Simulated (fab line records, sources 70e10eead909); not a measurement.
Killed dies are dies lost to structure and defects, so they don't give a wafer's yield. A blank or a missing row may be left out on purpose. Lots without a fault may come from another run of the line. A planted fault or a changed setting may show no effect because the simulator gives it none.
Chamber matching | flow nand_harc | NHARC_P_CONTACT_DESCUM_17 on rie_diel-10: 4 sister chambers
The step chemistry O2, time 3 s. 8 wafers are shown with their chamber, then 12 later ones without.

WAFERS WITH THEIR CHAMBER
wafer  | chamber | drypump_motor_current_A (A) | oes_product_au (a.u.)
L080.6 | 3       | 5.2                         | 1.012
L084.6 | 0       | 6.5                         | 1.011
L090.1 | 0       | 6.5                         | 1.013
L090.2 | 1       | 5.9                         | 0.998
L090.3 | 2       | 5.6                         | 1.012
L091.3 | 1       | 5.9                         | 0.990
L091.5 | 2       | 5.5                         | 1.010
L091.6 | 3       | 5.2                         | 1.002

WAFERS WITHOUT THEIR CHAMBER
wafer  | drypump_motor_current_A (A) | oes_product_au (a.u.)
L092.1 | 5.2                         | 1.000
L092.2 | 5.9                         | 0.979
L092.4 | 5.6                         | 1.009
L093.4 | 5.9                         | 0.995
L093.5 | 6.5                         | 0.990
L093.6 | 5.3                         | 1.002
L096.1 | 5.3                         | 1.019
L096.2 | 6.5                         | 0.987
L096.5 | 5.6                         | 0.985
L097.1 | 5.2                         | 1.014
L097.3 | 5.9                         | 0.999
L097.4 | 5.6                         | 1.007

WHICH CHAMBER EACH WENT THROUGH
wafer  | from the rows above | in truth
L092.1 | 3                   | 3
L092.2 | 1                   | 1
L092.4 | 2                   | 2
L093.4 | 1                   | 1
L093.5 | 0                   | 0
L093.6 | 3                   | 3
L096.1 | 3                   | 3
L096.2 | 0                   | 0
L096.5 | 2                   | 2
L097.1 | 3                   | 3
L097.3 | 1                   | 1
L097.4 | 2                   | 2
Placed correctly: 12 of 12. Can't be placed from these rows: 0. Placed wrongly: 0.
How it was worked out, from the rows above alone: a wafer's distance from a chamber is the root of the sum, over the readings, of the square of ((its reading less the chamber's mean) divided by the reading's scatter). The wafer belongs to the nearest chamber; if the next one is less than 2 further off, it can't be placed. A chamber's mean is the mean of its shown wafers. The scatter: the root of (the sum of the squares of (reading less its chamber's mean) over the shown wafers, divided by (wafers less chambers)).
